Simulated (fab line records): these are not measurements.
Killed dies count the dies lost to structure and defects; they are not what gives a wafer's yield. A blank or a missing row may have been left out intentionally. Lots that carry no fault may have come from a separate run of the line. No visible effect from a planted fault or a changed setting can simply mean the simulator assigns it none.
fab line records ; flow n5-finfet
record: lots: 4; wafers: 12; last-day: 17
route steps=1938 shown BEOL_M8@1332
lots with no fault: from the same line, run without faults
start-h: hours from the record's opening day to when the first of the lot's shown wafers began ; wait-h: hours since the lot's step before ; " the same as in the row above ; L1.1+2: a single row standing in for several wafers ; - no value present, or no start provided ; * or withheld: withheld ; < > ~ a bound
route shown NAME@n: a module of which the file shows steps, and the number in the route of the first ; usual: mean and standard deviation over wafers with no fault ; same: alike in all rows ; chamber/n: place in a boat ; sites: per-site readings ; _std_site: the standard deviation of these ; _edge_site: outer sites' mean less inner sites' ; radius-mm: for every site, how far away it sits from the centre of the wafer ; mask NAME#n: copy n ; behind: the last tool/chamber to shape the wafer ; hold: what put the lot on hold/how long, in hours/how the hold closed ; device: transistor that didn't switch, given as n, p or np ; end of line: tests run on the same wafers once the route is complete ; a step without rows: its recipe alone ; killed: at the first sort, the dies lost to defects and structure; wafer yield is something else ; map: the dies of a wafer, with x for killed, . for not killed, _ for no die there
set.NAME: the setting the step ran with; set.NAME@STEP: the setting that earlier step ran with ; model.NAME: the simulator's own value behind a step, which no gauge read
lots at some steps of the route; a table a step, a row a wafer
services: the hour from which a tool's chamber was out of use, counted from the record's first day as start-h (under 0 if before that day), plus the number of hours and why
== steps ==
step: N5_BEOL_M8_ILD_DEP_00
recipe: material: SiCOH_lowk; target-thk-a: 1797.5; temp-c: 300; precursor: DEMS/porogen; pressure-torr: 5; rf-w: 500; time-s: 33.4
step: N5_BEOL_M8_CURE_74
recipe: temp-c: 385; time-s: 240; ambient: He/Ar; material: SiCOH_lowk
step: N5_BEOL_M8_PECVD_70
recipe: material: SiO2; target-thk-a: 200; temp-c: 400; precursor: TEOS/O2; pressure-torr: 5.5; rf-w: 450; teos-flow-sccm: 53.8; gas: O2; flow-sccm: 3000; time-s: 22.7
step: N5_BEOL_M8_HM_DEP_02
recipe: material: TiN; target-thk-a: 200; temp-c: 25; chamber-pressure-pa: 0.49996
step: N5_BEOL_M8_COAT_59
recipe: resist: SOC; temp-c: 250; time-s: 60; spin-rpm: 1500; resist-thk-nm: 100
step: N5_BEOL_M8_COAT_60
recipe: resist: SiARC; temp-c: 220; time-s: 60; spin-rpm: 1500; resist-thk-nm: 35
step: N5_BEOL_M8_COAT_05
recipe: resist: CAR-ArF; spin-rpm: 1500; resist-thk-nm: 90
step: N5_BEOL_M8_EBR_07
recipe: solvent: PGMEA; ebr-width-mm: 1.5
step: N5_BEOL_M8_SOFTBAKE_06
recipe: temp-c: 110; time-s: 60; resist: CAR-ArF
step: N5_BEOL_M8_EXPOSE_08
recipe: mask-id: M8; na: 1.35; source-shape: dipole; sigma-inner: 0.817; sigma-outer: 0.97; polarization: te; dose-mj: 68.25
usual: exposure-dose-mJ-cm2: 68.21/0.082
lot.wafer;tool;chamber;start-h;wait-h;mask;exposure-dose-mJ-cm2
L147.1;arfi-scanner-03;0;254.64;-;M8#0;68.17
L147.3;arfi-scanner-03;0;254.64;-;M8#0;68.26
L147.6;arfi-scanner-03;0;254.64;-;M8#0;68.32
L155.1;arfi-scanner-03;0;300.40;-;M8#0;63.09
L155.3;arfi-scanner-03;0;300.40;-;M8#0;63.08
L155.6;arfi-scanner-03;0;300.40;-;M8#0;63.11
L159.1;arfi-scanner-03;0;333.26;-;M8#0;64.16
L159.3;arfi-scanner-03;0;333.26;-;M8#0;64.21
L159.5;arfi-scanner-03;0;333.26;-;M8#0;64.29
L160.1;arfi-scanner-02;0;333.43;-;M8#0;68.28
L160.5;arfi-scanner-02;0;333.43;-;M8#0;68.29
L160.6;arfi-scanner-02;0;333.43;-;M8#0;68.20
step: N5_BEOL_M8_PEB_09
recipe: peb-temp-c: withheld; peb-time-s: 60; resist: CAR-ArF
step: N5_BEOL_M8_DEVELOP_10
recipe: develop-time-s: 30; developer: TMAH; resist: CAR-ArF; rinse-liquid: diw; dry: air-spin; dev-temp-c: 23
step: N5_BEOL_M8_CD_MEAS_11
recipe: target-cd-nm: 38.5; landing-energy-ev: 500; detector: se-inlens; polarity: opening
usual: cd-nm: 38.5/0.63
lot.wafer;tool;chamber;start-h;wait-h;cd-nm
L147.1;cd-sem-01;0;254.76;-;38.9
L147.3;cd-sem-01;0;254.76;-;38.9
L147.6;cd-sem-01;0;254.76;-;38.5
L155.1;cd-sem-03;0;300.53;-;35.3
L155.3;cd-sem-03;0;300.53;-;36.0
L155.6;cd-sem-03;0;300.53;-;36.0
L159.1;cd-sem-02;0;333.39;-;36.1
L159.3;cd-sem-02;0;333.39;-;36.6
L159.5;cd-sem-02;0;333.39;-;36.6
L160.1;cd-sem-02;0;333.55;-;38.4
L160.5;cd-sem-02;0;333.55;-;38.4
L160.6;cd-sem-02;0;333.55;-;37.7
step: N5_BEOL_M8_DESCUM_16
recipe: chemistry: O2; time-s: 7.9; source-power-w: 50; bias-power-w: 20; pressure-mtorr: 20; rf-frequency-hz: 2.712e+07; temp-c: 40; resist: CAR-ArF; o2-flow-sccm: 225
step: N5_BEOL_M8_ETCH_61
recipe: chemistry: CF4; target: SiARC; target-depth-a: 455; mask-material: CAR-ArF; time-s: 75.8; ion-energy-ev: 80; pressure-mtorr: 40; source-w: 545; bias-w: 36; Ar_flow_sccm: 100; cf4-flow-sccm: 100; ends: cleared
usual: cf4-flow-sccm: 100.03/0.28; drypump-motor-current-A: 5.7/0.46; etch-rf-on-time-s: 74.9/2.8; oes-product-au: 0.66/0.071; rf-vpp-V: 184.3/1.3; showerhead-plenum-p-Torr: 2.18/0.092; throttle-valve-pct: 15.72/0.25
lot.wafer;tool;chamber;start-h;wait-h;cf4-flow-sccm;drypump-motor-current-A;etch-rf-on-time-s;oes-product-au;rf-hours-counter-h;rf-vpp-V;showerhead-plenum-p-Torr;throttle-valve-pct;model.BEOL_M8.cd-offset-nm
L147.1;rie-diel-04;1;255.24;0.0;100.17;5.8;76.0;0.76;37;184.1;2.08;15.38;0
L147.3;rie-diel-04;0;255.24;0.0;100.08;5.5;78.1;0.72;44;186.2;2.28;15.67;-0.2
L147.6;rie-diel-04;0;255.24;0.0;99.74;5.5;77.2;0.73;-;185.2;2.28;15.66;0
L155.1;rie-diel-04;0;300.82;0.0;99.68;5.6;76.5;0.70;60;185.1;2.28;15.68;-3.2
L155.3;rie-diel-04;2;300.82;0.0;100.01;5.1;69.7;0.72;82;185.5;2.26;15.45;-2.6
L155.6;rie-diel-04;1;300.82;0.0;100.45;5.8;74.2;0.75;-;182.6;2.08;15.43;-2.4
L159.1;rie-diel-04;1;333.51;0.0;100.20;5.8;75.7;0.73;64;184.0;2.07;15.44;-2.2
L159.3;rie-diel-04;3;333.51;0.0;99.57;5.0;73.5;0.60;232;183.2;2.04;15.82;-2.2
L159.5;rie-diel-04;3;333.51;0.0;99.71;5.0;73.0;0.60;-;182.3;2.04;15.81;-2.4
L160.1;rie-diel-01;0;333.78;0.0;99.79;6.5;75.6;0.65;135;183.1;2.16;15.52;0
L160.5;rie-diel-01;2;333.78;0.0;100.33;5.0;76.9;0.72;-;185.7;2.27;15.77;-0.6
L160.6;rie-diel-01;0;333.78;0.0;99.89;6.5;75.6;0.64;-;183.8;2.16;15.51;-1.2
step: N5_BEOL_M8_ETCH_62
recipe: chemistry: N2/H2; target: SOC; target-depth-a: 1100; overetch-a: 220; mask-material: SiARC; temp-c: 40; time-s: 165; ion-energy-ev: 200; pressure-mtorr: 30; source-w: 840; bias-w: 150; n2-flow-sccm: 200; h2-flow-sccm: 200
step: N5_BEOL_M8_STRIP_68
recipe: chemistry: N2/H2; temp-c: 40; n2-flow-sccm: 200; h2-flow-sccm: 200; rf-frequency-hz: 6e+07
step: N5_BEOL_M8_STRIP_67
recipe: chemistry: CF4; resist: SiARC; power-w: 300; bias-power-w: 75; pressure-mtorr: 50; cf4-flow-sccm: 150; rf-frequency-hz: 6e+07
step: N5_BEOL_M8_HM_OPEN_17
recipe: chemistry: Cl2/BCl3; target-depth-a: 200; overetch-a: 60; target: TiN; mask-material: SOC; ion-energy-ev: 150; pressure-mtorr: 10; icp-w: 1000; bias-w: 126; Cl2_flow_sccm: 53.25; bcl3-flow-sccm: 21.75; Ar_flow_sccm: 25
usual: drypump-motor-current-A: 5.8/0.55; he-backside-leak-sccm: 3.40/0.21; oes-product-au: 0.65/0.084; throttle-valve-pct: 22.32/0.1
lot.wafer;tool;chamber;start-h;wait-h;drypump-motor-current-A;he-backside-leak-sccm;oes-product-au;rf-hours-counter-h;throttle-valve-pct;model.BEOL_M8.cd-offset-nm
L147.1;rie-metal-01;0;255.48;0.0;5.4;3.24;0.68;40;22.32;0.2
L147.3;rie-metal-01;1;255.48;0.0;5.5;3.41;0.56;-;22.25;0
L147.6;rie-metal-01;0;255.48;0.0;5.4;3.26;0.68;-;22.31;-0.2
L155.1;rie-metal-02;1;301.07;0.0;6.4;3.15;0.72;12;22.51;-3.2
L155.3;rie-metal-02;1;301.07;0.0;6.4;3.23;0.74;-;22.50;-2.6
L155.6;rie-metal-02;1;301.07;0.0;6.4;3.19;0.74;-;22.50;-2.2
L159.1;rie-metal-03;0;333.76;0.0;5.2;3.20;0.66;42;22.19;-1.6
L159.3;rie-metal-03;0;333.76;0.0;5.2;3.38;0.65;-;22.17;-1.8
L159.5;rie-metal-03;0;333.76;0.0;5.2;3.34;0.66;-;22.18;-2
L160.1;rie-metal-02;0;334.02;0.0;5.5;3.16;0.84;1;22.27;0
L160.5;rie-metal-02;1;334.02;0.0;6.4;3.26;0.72;-;22.49;-0.8
L160.6;rie-metal-02;0;334.02;0.0;5.5;3.26;0.83;-;22.27;-1.2
step: N5_BEOL_M8_STRIP_19
recipe: chemistry: O2; power-w: 400; temp-c: 40; pressure-mtorr: 30; rf-frequency-hz: 6e+07; bias-power-w: 0; overash-fraction: 0.2; o2-flow-sccm: 225
== services ==
tool;chamber;start-h;hours;kind
arfi-scanner-03;-;236.63;0.8;repair
arfi-scanner-03;0;249.69;-;calibration
arfi-scanner-02;0;254.40;-;calibration
arfi-scanner-03;-;256.26;1.3;pm
arfi-scanner-02;-;276.20;1.0;pm
arfi-scanner-02;-;289.49;0.8;pm
arfi-scanner-03;-;291.79;5.0;pm
arfi-scanner-02;-;292.42;1.3;pm
rie-metal-02;0;295.84;-;clean
rie-metal-02;0;295.84;17.3;scheduled-down
rie-metal-02;0;295.84;17.3;vent-cycle
rie-diel-01;2;299.64;2.8;repair
rie-diel-01;1;302.48;-;clean
rie-diel-01;1;302.48;-;consumable-replace:focus-ring
rie-diel-01;1;302.48;-;consumable-replace:showerhead
rie-diel-01;1;302.48;17.3;scheduled-down
rie-diel-01;1;302.48;17.3;vent-cycle
arfi-scanner-03;-;305.59;1.0;pm
arfi-scanner-03;-;306.85;1.0;repair
arfi-scanner-03;-;311.87;0.6;repair
rie-metal-02;-;318.75;1.4;pm
arfi-scanner-03;-;318.96;1.0;pm
arfi-scanner-03;-;321.79;1.2;repair
arfi-scanner-02;-;331.04;0.8;pm
== key ==
first-sign: step: N5_BEOL_M8_EXPOSE_08; reading: exposure-dose-mJ-cm2; direction: down; sigmas: 55; usual: 68.21; struck: 63.66
effect: step: N5_BEOL_M8_CD_MEAS_11; reading: cd-nm; direction: down; sigmas: 3.8; usual: 38.5; struck: 36.1; through: control-loop
model-effect: step: N5_BEOL_M8_ETCH_61; value: BEOL_M8.cd-offset-nm; without: 0.7; struck: -2.5
model-effect: step: N5_BEOL_M8_HM_OPEN_17; value: BEOL_M8.cd-offset-nm; without: 0.9667; struck: -2.233
met-at N5_BEOL_M8_EXPOSE_08
struck-wafers L155.1,L155.3,L155.6,L159.1,L159.3,L159.5
loop-trim: step: N5_BEOL_M8_EXPOSE_08; setting: dose; lots: L159
onset-between 254.64 300.40
fault: kind: process-parameter-drift; tool: arfi-scanner-03; chamber: -; onset-h: 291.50; steps: N5_BEOL_M8_EXPOSE_08; channel: dose-mj; offset: -4.9932; shape: step; acts-in: these-recipes-only; stated: 68.25
loop-trim: a control loop set the setting to another value than it would have without faults
